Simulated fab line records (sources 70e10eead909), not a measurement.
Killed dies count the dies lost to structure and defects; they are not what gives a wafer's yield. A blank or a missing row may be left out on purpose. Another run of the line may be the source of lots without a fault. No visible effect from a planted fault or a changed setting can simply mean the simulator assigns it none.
fab line records	flow nand_harc
record lots=6	wafers=18	last_day=23
route steps=1159 shown A_STAIRCASE@679 END@1159
lots that met no fault: taken from a fault-free run of the same line
start_h: start of the lot's first displayed wafer, in hours after the record's first day	wait_h: how many hours have passed since the lot's step before this one	" identical to the entry in the row above	L1.1+2: a single row standing in for several wafers	- either no value or no given start	* or withheld: withheld	< > ~ a bound
route shown NAME@n: names a module that has steps shown in the file, with the first one's number in the route	usual: average and standard deviation across the fault-free wafers	same: alike in all rows	chamber/n: place in a boat	sites: each site's reading	_std_site: standard deviation across them	_edge_site: inner sites' mean taken away from outer sites' mean	radius_mm: for every site, how far away it sits from the centre of the wafer	mask NAME#n: copy n	behind: the tool/chamber that last shaped the wafer	hold: reason for holding the lot/hours on hold/outcome of the hold	device: the transistor (n, p or np) that didn't switch	end of line: the route-end tests of the same wafers	a step given without rows: its recipe and nothing more	killed: dies lost to structure and defects at the first sort, not the wafer's yield	map: a wafer's dies, marking killed ones x, the rest . and places with no die _
set.NAME: setting as actually run; set.NAME@STEP: the setting as run at that earlier step	model.NAME: the simulator's own value behind a step, which no gauge read
certain route steps with their lots: each step a table, each wafer a row
services: when a tool's chamber went out of use (start_h, in hours from the record's first day, below 0 if earlier), for how many hours, and the reason
## steps
# step NHARC_A_STAIRCASE_COAT_304
# recipe spin_rpm=1200
# step NHARC_A_STAIRCASE_SOFTBAKE_305
# recipe temp_c=135	time_s=170
# step NHARC_A_STAIRCASE_EBR_306
# step NHARC_A_STAIRCASE_EXPOSE_307
# recipe na=0.5	dose_mj=45.72	mask_id=CHOP_50
# step NHARC_A_STAIRCASE_PEB_308
# recipe peb_temp_c=115	peb_time_s=130
# step NHARC_A_STAIRCASE_DEVELOP_309
# recipe time_s=140
# step NHARC_A_STAIRCASE_HARDBAKE_311
# recipe temp_c=120	time_s=140
# step NHARC_A_STAIRCASE_DESCUM_312
# recipe time_s=3	o2_flow_sccm=200	ar_flow_sccm=0	bias_power_w=0	chemistry=O2
# usual drypump_motor_current_A=5.65/0.26	oes_product_au=0.998/0.012	rf_vpp_V=57.8/0.84	showerhead_plenum_p_Torr=1.91/0.095	throttle_valve_pct=11.311/0.0091
lot.wafer	tool	chamber	start_h	wait_h	drypump_motor_current_A	oes_product_au	rf_hours_counter_h	rf_vpp_V	showerhead_plenum_p_Torr	throttle_valve_pct
L520.3	rie_diel-05	0	315.63	-	5.62	0.986	49	57.5	1.81	11.306
L520.2	"	1	"	"	5.45	1.007	50	58.2	1.88	11.309
L520.6	"	0	"	"	5.67	0.975	-	58.1	1.81	11.298
L521.4	rie_diel-05	3	337.48	-	5.37	1.001	53	57.6	2.06	11.308
L521.1	"	0	"	"	5.61	0.988	59	56.8	1.81	11.306
L521.5	"	2	"	"	5.72	1.010	-	58.9	2.01	11.296
L523.1	rie_diel-06	2	338.87	-	6.04	0.976	33	56.7	1.83	11.295
L523.6	"	1	"	"	6.06	0.977	-	58.0	1.91	11.322
L523.5	"	2	"	"	6.02	0.980	-	57.6	1.83	11.315
L524.2	rie_diel-05	1	340.95	-	5.41	1.013	61	58.0	1.88	11.318
L524.3	"	2	"	"	5.74	1.005	61	58.9	2.01	11.296
L524.6	"	3	"	"	5.38	1.003	-	58.9	2.06	11.317
L527.1	rie_diel-04	3	355.40	-	5.23	1.008	22	57.9	1.82	11.323
L527.6	"	1	"	"	5.80	1.016	-	57.2	2.05	11.298
L527.5	"	2	"	"	5.52	0.986	-	57.1	1.87	11.316
L526.2	rie_diel-06	0	355.65	-	5.44	1.000	40	58.6	1.77	11.318
L526.4	"	3	"	"	5.78	0.974	38	58.5	2.00	11.315
L526.6	"	0	"	"	5.44	0.991	-	58.3	1.77	11.310
# step NHARC_A_STAIRCASE_ETCH_313
# recipe cf4_flow_sccm=100	chf3_flow_sccm=30	ar_flow_sccm=0	rf_w=500	bias_w=200	chemistry=CF4/CHF3
# usual cf4_flow_sccm=100.0/0.32	drypump_motor_current_A=5.63/0.26	oes_product_au=0.938/0.023	rf_vpp_V=370.6/2.5	showerhead_plenum_p_Torr=1.57/0.075	throttle_valve_pct=16.803/0.0094
lot.wafer	tool	chamber	start_h	wait_h	cf4_flow_sccm	drypump_motor_current_A	oes_product_au	rf_hours_counter_h	rf_vpp_V	showerhead_plenum_p_Torr	throttle_valve_pct
L520.2	rie_diel-05	1	315.72	0.1	99.9	5.44	0.942	50	370.0	1.55	16.792
L520.3	"	3	"	"	99.6	5.39	0.947	44	374.1	1.69	16.819
L520.6	"	2	"	"	100.0	5.75	0.944	-	372.5	1.65	16.795
L521.4	rie_diel-05	2	337.58	0.1	99.9	5.72	0.933	59	374.5	1.65	16.800
L521.1	"	1	"	"	99.8	5.43	0.933	60	370.6	1.55	16.813
L521.5	"	3	"	"	99.4	5.39	0.931	-	373.9	1.69	16.799
L523.1	rie_diel-06	3	339.03	0.2	99.7	5.73	0.943	32	369.9	1.64	16.804
L523.5	"	2	"	"	99.6	6.04	0.916	-	369.3	1.51	16.810
L523.6	"	3	"	"	100.0	5.78	0.930	-	373.5	1.64	16.794
L524.3	rie_diel-05	2	341.05	0.1	100.4	5.72	0.945	61	373.1	1.65	16.806
L524.2	"	3	"	"	99.4	5.41	0.928	55	374.1	1.69	16.814
L524.6	"	3	"	"	100.0	5.36	0.932	-	374.0	1.69	16.812
L527.1	rie_diel-04	2	355.47	0.1	100.2	5.53	0.917	23	368.2	1.54	16.806
L527.6	"	2	"	"	100.1	5.51	0.914	-	368.9	1.54	16.799
L527.5	"	3	"	"	99.7	5.23	0.932	-	368.9	1.50	16.799
L526.4	rie_diel-06	0	355.75	0.1	100.0	5.42	0.924	40	367.2	1.46	16.801
L526.2	"	2	"	"	99.3	6.05	0.914	39	368.3	1.51	16.814
L526.6	"	1	"	"	100.1	6.08	0.921	-	370.7	1.57	16.807
# step NHARC_A_STAIRCASE_HM_OPEN_463
# recipe o2_flow_sccm=400	cos_flow_sccm=20	ar_flow_sccm=0	rf_w=500	bias_w=300	chemistry=O2/COS
# usual drypump_motor_current_A=5.69/0.27	oes_product_au=0.998/0.012	rf_vpp_V=467/3.3	showerhead_plenum_p_Torr=3.13/0.15	throttle_valve_pct=28.330/0.009
lot.wafer	tool	chamber	start_h	wait_h	drypump_motor_current_A	oes_product_au	rf_hours_counter_h	rf_vpp_V	showerhead_plenum_p_Torr	throttle_valve_pct
L520.2	rie_diel-05	2	-	-	5.75	1.016	50	469	3.28	28.343
L520.3	"	3	"	"	5.42	1.000	44	471	3.35	28.345
L520.6	"	2	"	"	5.74	1.012	-	470	3.28	28.332
L521.1	rie_diel-05	3	-	-	5.40	1.001	54	471	3.34	28.335
L521.4	"	1	"	"	5.44	1.022	60	466	3.07	28.330
L521.5	"	3	"	"	5.39	0.995	-	472	3.34	28.328
L523.1	rie_diel-06	1	-	-	6.10	0.988	35	468	3.12	28.321
L523.6	"	0	"	"	5.37	0.995	-	463	2.90	28.335
L523.5	"	1	"	"	6.10	0.986	-	466	3.12	28.338
L524.3	rie_diel-05	1	-	-	5.42	1.008	61	466	3.07	28.336
L524.2	"	3	"	"	5.36	0.995	55	471	3.34	28.320
L524.6	"	1	"	"	5.45	1.013	-	468	3.07	28.333
L527.1	rie_diel-04	2	-	-	5.51	0.980	23	467	3.06	28.339
L527.5	"	3	"	"	5.24	1.011	-	466	2.98	28.330
L527.6	"	0	"	"	6.02	1.004	-	466	3.02	28.341
L526.4	rie_diel-06	1	-	-	6.11	1.004	41	467	3.11	28.331
L526.2	"	3	"	"	5.74	0.980	39	471	3.25	28.331
L526.6	"	1	"	"	6.10	0.995	-	466	3.11	28.339
# step NHARC_A_STAIRCASE_STRIP_464
# recipe o2_flow_sccm=400	cos_flow_sccm=20	ar_flow_sccm=0	bias_w=0	chemistry=O2/COS
# step NHARC_A_STAIRCASE_ETCH_453
# recipe target_depth_a=300	overetch_a=30	time_s=16.5	ion_energy_ev=100	cf4_flow_sccm=80	o2_flow_sccm=20	ar_flow_sccm=0	rf_w=300	bias_w=100	chemistry=CF4/O2
# usual cf4_flow_sccm=80.03/0.23	drypump_motor_current_A=5.65/0.26	oes_f_703_au=1.000/0.0049	oes_o_777_au=1.000/0.005	oes_product_au=0.998/0.013	rf_vpp_V=197.8/1.7	showerhead_plenum_p_Torr=1.33/0.066	throttle_valve_pct=13.398/0.0098
lot.wafer	tool	chamber	start_h	wait_h	cf4_flow_sccm	drypump_motor_current_A	oes_f_703_au	oes_o_777_au	oes_product_au	rf_hours_counter_h	rf_vpp_V	showerhead_plenum_p_Torr	throttle_valve_pct
L520.3	rie_diel-05	1	316.17	-	80.09	5.42	1.004	1.007	1.013	50	197.0	1.31	13.404
L520.2	"	0	"	"	39.75	5.61	1.138	2.035	0.987	49	194.2	0.87	10.373
L520.6	"	2	"	"	79.76	5.73	0.998	0.991	1.015	-	199.1	1.40	13.416
L521.1	rie_diel-05	3	338.10	-	79.84	5.39	1.001	1.001	0.995	54	200.0	1.43	13.411
L521.4	"	0	"	"	40.15	5.62	1.145	2.032	0.984	59	196.7	0.87	10.362
L521.5	"	3	"	"	79.85	5.37	1.005	1.000	1.000	-	201.2	1.43	13.395
L523.1	rie_diel-06	1	339.48	-	79.71	6.08	1.002	1.002	0.986	35	196.9	1.33	13.394
L523.5	"	0	"	"	80.54	5.40	1.005	0.994	0.997	-	196.3	1.24	13.400
L523.6	"	1	"	"	79.68	6.08	0.998	0.995	0.981	-	199.1	1.33	13.405
L524.3	rie_diel-05	2	341.63	-	79.95	5.71	0.996	0.996	1.007	61	199.4	1.40	13.395
L524.2	"	3	"	"	79.77	5.41	0.997	1.003	0.998	55	198.0	1.43	13.408
L524.6	"	3	"	"	79.83	5.38	0.997	0.995	0.994	-	200.2	1.43	13.404
L527.1	rie_diel-04	2	355.93	-	79.99	5.51	1.001	1.002	0.988	23	196.4	1.31	13.386
L527.5	"	0	"	"	80.13	5.98	0.997	0.998	1.008	-	195.9	1.29	13.403
L527.6	"	1	"	"	80.12	5.75	1.000	0.996	1.020	-	199.0	1.43	13.408
L526.2	rie_diel-06	3	356.21	-	80.30	5.70	0.999	1.001	0.973	39	199.1	1.39	13.393
L526.4	"	1	"	"	79.97	6.11	1.004	0.991	0.990	41	199.3	1.33	13.392
L526.6	"	3	"	"	80.36	5.70	1.004	0.994	0.976	-	198.5	1.39	13.413
# step NHARC_A_STAIRCASE_ETCH_315
# recipe target_depth_a=25000	time_s=607.1	ion_energy_ev=800	c4f8_flow_sccm=80	o2_flow_sccm=60	ar_flow_sccm=withheld	rf_w=600	bias_w=3000	chemistry=C4F8/O2/Ar
# usual oes_product_au=0.931/0.013	rf_vpp_V=1827/12
lot.wafer	tool	chamber	start_h	wait_h	oes_product_au	rf_hours_counter_h	rf_vpp_V
L520.3	rie_diel-05	1	-	-	0.946	50	1823
L520.2	"	3	"	"	0.935	44	1846
L520.6	"	1	"	"	0.953	-	1823
L521.1	rie_diel-05	2	-	-	0.941	60	1840
L521.4	"	0	"	"	0.913	59	1814
L521.5	"	3	"	"	0.935	-	1845
L523.1	rie_diel-06	2	-	-	0.930	33	1817
L523.6	"	0	"	"	0.946	-	1810
L523.5	"	1	"	"	0.927	-	1826
L524.3	rie_diel-05	3	-	-	0.923	55	1845
L524.2	"	2	"	"	0.933	61	1839
L524.6	"	3	"	"	0.926	-	1845
L527.1	rie_diel-04	3	-	-	0.938	22	1816
L527.5	"	0	"	"	0.934	-	1819
L527.6	"	1	"	"	0.942	-	1844
L526.2	rie_diel-06	1	-	-	0.931	41	1826
L526.4	"	3	"	"	0.920	39	1838
L526.6	"	2	"	"	0.933	-	1816
# step NHARC_END_SORT_01
# recipe temp_c=25
# usual killed_at_array=24/8.4	killed_at_other=0.7/1.1	killed_at_periphery=2.9/1.7	killed_dies=27/8.6	killed_open=3.3/1.8	killed_short=1.8/1.4
# same gross_dies=677
lot.wafer	tool	chamber	start_h	wait_h	killed_at_array	killed_at_other	killed_at_periphery	killed_dies	killed_open	killed_short
L520.2	prober-02	0	490.42	2.8	19	0	5	24	3	1
L520.3	prober-02	0	491.23	3.1	37	0	1	38	2	3
L520.6	prober-02	0	493.64	4.0	19	3	1	23	1	2
L521.1	prober-02	0	507.89	2.5	28	0	1	29	2	1
L521.4	prober-02	0	510.29	3.4	23	1	3	27	2	1
L521.5	prober-02	0	511.09	3.7	22	0	2	24	2	2
L523.1	prober-01	0	507.94	2.5	31	3	5	39	4	1
L523.5	prober-01	0	511.10	3.7	36	4	5	45	6	3
L523.6	prober-01	0	511.89	3.9	24	2	0	26	2	2
L524.2	prober-01	0	516.40	2.7	35	3	5	43	5	7
L524.3	prober-01	0	517.20	3.1	13	3	6	22	3	2
L524.6	prober-01	0	519.62	4.0	25	2	4	31	1	0
L526.2	prober-02	0	539.14	2.8	28	0	5	33	6	3
L526.4	prober-02	0	540.75	3.4	17	0	4	21	3	1
L526.6	prober-02	0	542.35	4.0	21	0	3	24	4	1
L527.1	prober-02	0	557.18	2.5	25	1	1	27	0	1
L527.5	prober-02	0	560.38	3.7	27	2	2	31	6	0
L527.6	prober-02	0	561.18	4.0	35	1	3	39	1	3
# killed by level:class
L520.2 A_STAIRCASE:chamber_film_flake=8 A_CHANNEL_HOLE_D1:chamber_film_flake=4 A_SLIT:chamber_film_flake=4 P_ZERO_WELL:chamber_film_flake=3 P_CONTACT:geometric_particle:open=1 A_CONTACT:geometric_particle:open=1 A_CONTACT:geometric_particle:short=1 P_M2:chamber_film_flake=1
L520.3 A_SLIT:chamber_film_flake=14 A_STAIRCASE:chamber_film_flake=9 A_CHANNEL_HOLE_D1:chamber_film_flake=5 A_CHANNEL_FILL_D1:chamber_film_flake=2 A_CHANNEL_FILL_D1:geometric_particle:short=1 A_WL_FILL:geometric_particle:short=1 A_CONTACT:geometric_particle:open=1 A_M0:geometric_particle:open=1
L520.6 A_SLIT:chamber_film_flake=6 A_STAIRCASE:chamber_film_flake=5 A_CHANNEL_HOLE_D1:chamber_film_flake=4 HYBRID_BOND:chamber_film_flake=2 A_CHANNEL_FILL_D1:geometric_particle:short=1 A_CONTACT:geometric_particle:open=1 A_M0:geometric_particle:short=1 P_ZERO_WELL:chamber_film_flake=1
L521.1 A_SLIT:chamber_film_flake=14 A_CHANNEL_HOLE_D1:chamber_film_flake=7 A_CONTACT:chamber_film_flake=2 A_CHANNEL_HOLE_D1:geometric_particle:short=1 A_SGD_CUT:geometric_particle:open=1 A_CONTACT:geometric_particle:open=1 P_M1:chamber_film_flake=1 A_ZERO_WELL:chamber_film_flake=1
L523.1 A_CHANNEL_HOLE_D1:chamber_film_flake=16 A_CHANNEL_FILL_D1:chamber_film_flake=5 A_CONTACT:chamber_film_flake=5 P_GATE:chamber_film_flake=3 THIN_TSV:chamber_film_flake=3 P_M0:geometric_particle:open=1 A_SOURCE_PLATE:geometric_particle:short=1 A_ONON_D1:geometric_particle:open=1
L521.4 A_SLIT:chamber_film_flake=13 A_CHANNEL_HOLE_D1:chamber_film_flake=3 A_STAIRCASE:chamber_film_flake=3 P_M1:chamber_film_flake=2 A_CONTACT:chamber_film_flake=2 P_M0:geometric_particle:open=1 A_WL_FILL:geometric_particle:short=1 STARTING-WAFER:geometric_particle:open=1
L521.5 A_SLIT:chamber_film_flake=8 A_CONTACT:chamber_film_flake=5 A_STAIRCASE:chamber_film_flake=3 P_GATE:geometric_particle:short=1 A_WL_FILL:geometric_particle:open=1 A_CONTACT:geometric_particle:open=1 A_BLC:geometric_particle:short=1 P_M1:chamber_film_flake=1
L523.5 A_CHANNEL_HOLE_D1:chamber_film_flake=19 A_CONTACT:chamber_film_flake=7 THIN_TSV:chamber_film_flake=4 A_WL_FILL:chamber_film_flake=3 P_GATE:geometric_particle:open=2 A_M0:geometric_particle:short=2 P_M0:geometric_particle:open=1 P_M1:geometric_particle:open=1
L523.6 A_CHANNEL_HOLE_D1:chamber_film_flake=14 A_CONTACT:chamber_film_flake=4 THIN_TSV:chamber_film_flake=2 A_ONON_D1:geometric_particle:open=1 A_SGD_CUT:geometric_particle:open=1 A_WL_FILL:geometric_particle:short=1 A_CONTACT:geometric_particle:short=1 A_ZERO_WELL:chamber_film_flake=1
L524.2 A_CHANNEL_HOLE_D1:chamber_film_flake=17 A_CONTACT:chamber_film_flake=7 A_ONON_D1:geometric_particle:short=3 P_GATE:chamber_film_flake=3 THIN_TSV:chamber_film_flake=2 A_STAIRCASE:chamber_film_flake=2 P_M1:geometric_particle:short=1 P_M2:geometric_particle:open=1
L524.3 A_CHANNEL_HOLE_D1:chamber_film_flake=8 P_GATE:chamber_film_flake=3 THIN_TSV:chamber_film_flake=2 P_M0:geometric_particle:open=1 A_CONTACT:geometric_particle:open=1 A_M0:geometric_particle:open=1 A_M0:geometric_particle:short=1 STARTING-WAFER:geometric_particle:short=1
L524.6 A_CHANNEL_HOLE_D1:chamber_film_flake=17 A_CONTACT:chamber_film_flake=5 P_GATE:chamber_film_flake=2 P_M1:chamber_film_flake=2 A_STAIRCASE:chamber_film_flake=2 THIN_TSV:chamber_film_flake=2 A_ONON_D1:geometric_particle:open=1
L526.2 A_SLIT:chamber_film_flake=7 A_CHANNEL_HOLE_D1:chamber_film_flake=6 A_STAIRCASE:chamber_film_flake=4 P_ZERO_WELL:chamber_film_flake=3 A_ONON_D1:geometric_particle:open=2 A_WL_FILL:geometric_particle:short=2 A_CONTACT:geometric_particle:open=2 P_CONTACT:geometric_particle:open=1
L526.4 A_SLIT:chamber_film_flake=6 A_STAIRCASE:chamber_film_flake=5 A_CHANNEL_HOLE_D1:chamber_film_flake=3 P_ZERO_WELL:chamber_film_flake=2 P_CONTACT:geometric_particle:open=1 P_M0:geometric_particle:short=1 A_CHANNEL_FILL_D1:geometric_particle:open=1 A_WL_FILL:geometric_particle:open=1
L526.6 A_SLIT:chamber_film_flake=7 A_CHANNEL_HOLE_D1:chamber_film_flake=4 A_STAIRCASE:chamber_film_flake=4 A_CONTACT:chamber_film_flake=2 P_M0:geometric_particle:open=1 P_M1:geometric_particle:open=1 A_ONON_D1:geometric_particle:open=1 A_CHANNEL_FILL_D1:geometric_particle:open=1
L527.1 A_CHANNEL_HOLE_D1:chamber_film_flake=16 A_STAIRCASE:chamber_film_flake=3 A_CONTACT:chamber_film_flake=3 A_WL_FILL:geometric_particle:short=1 P_ZERO_WELL:chamber_film_flake=1 A_ZERO_WELL:chamber_film_flake=1 A_SLIT:chamber_film_flake=1 THIN_TSV:chamber_film_flake=1
L527.5 A_CHANNEL_HOLE_D1:chamber_film_flake=13 A_ONON_D1:geometric_particle:open=3 A_CONTACT:chamber_film_flake=3 A_STAIRCASE:chamber_film_flake=2 A_WL_FILL:chamber_film_flake=2 THIN_TSV:chamber_film_flake=2 P_GATE:geometric_particle:open=1 P_M0:geometric_particle:open=1
L527.6 A_CHANNEL_HOLE_D1:chamber_film_flake=22 A_CONTACT:chamber_film_flake=5 A_STAIRCASE:chamber_film_flake=2 A_WL_FILL:chamber_film_flake=2 P_STI:geometric_particle:short=1 P_GATE:geometric_particle:short=1 A_M0:geometric_particle:open=1 A_M0:geometric_particle:short=1
## services
tool	chamber	start_h	hours	kind
rie_diel-06	0	299.26	-	clean
rie_diel-06	1	299.26	-	clean
rie_diel-06	2	299.26	-	clean
rie_diel-06	3	299.26	-	clean
rie_diel-05	0	303.25	-	clean
rie_diel-05	1	303.25	-	clean
rie_diel-05	2	303.25	-	clean
rie_diel-05	3	303.25	-	clean
rie_diel-06	0	323.76	-	clean
rie_diel-06	1	323.76	-	clean
rie_diel-06	2	323.76	-	clean
rie_diel-06	3	323.76	-	clean
rie_diel-05	0	327.75	-	clean
rie_diel-05	1	327.75	-	clean
rie_diel-05	2	327.75	-	clean
rie_diel-05	3	327.75	-	clean
rie_diel-06	0	348.30	-	clean
rie_diel-06	1	348.30	-	clean
rie_diel-06	2	348.30	-	clean
rie_diel-05	-	348.55	9.0	pm
rie_diel-05	0	348.55	9.0	vent_cycle
rie_diel-05	1	348.55	9.0	vent_cycle
rie_diel-05	2	348.55	9.0	vent_cycle
rie_diel-05	3	348.55	9.0	vent_cycle
## key
first_sign step=NHARC_A_STAIRCASE_ETCH_453	reading=throttle_valve_pct	direction=down	sigmas=99+	usual=13.398	struck=10.368
effect step=NHARC_A_STAIRCASE_ETCH_453	reading=oes_o_777_au	direction=up	sigmas=99+	usual=1.000	struck=2.034
met_at NHARC_A_STAIRCASE_ETCH_453
struck_wafers L520.2,L521.4
tester_left_out L520,L521
fault kind=process_parameter_drift	tool=rie_diel-05	chamber=0	onset_h=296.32	steps=NHARC_A_STAIRCASE_ETCH_453	channel=cf4_flow_sccm	offset=-40	shape=step	end_h=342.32	acts_in=these_recipes_only	stated=80
# tester_left_out: of these lots the tester's yield and bins aren't shown, on N5 and GAA mostly nor the transistor test; their killed dies are dies lost to structure and defects alone, not to doping, threshold or leakage, so they don't give the yield
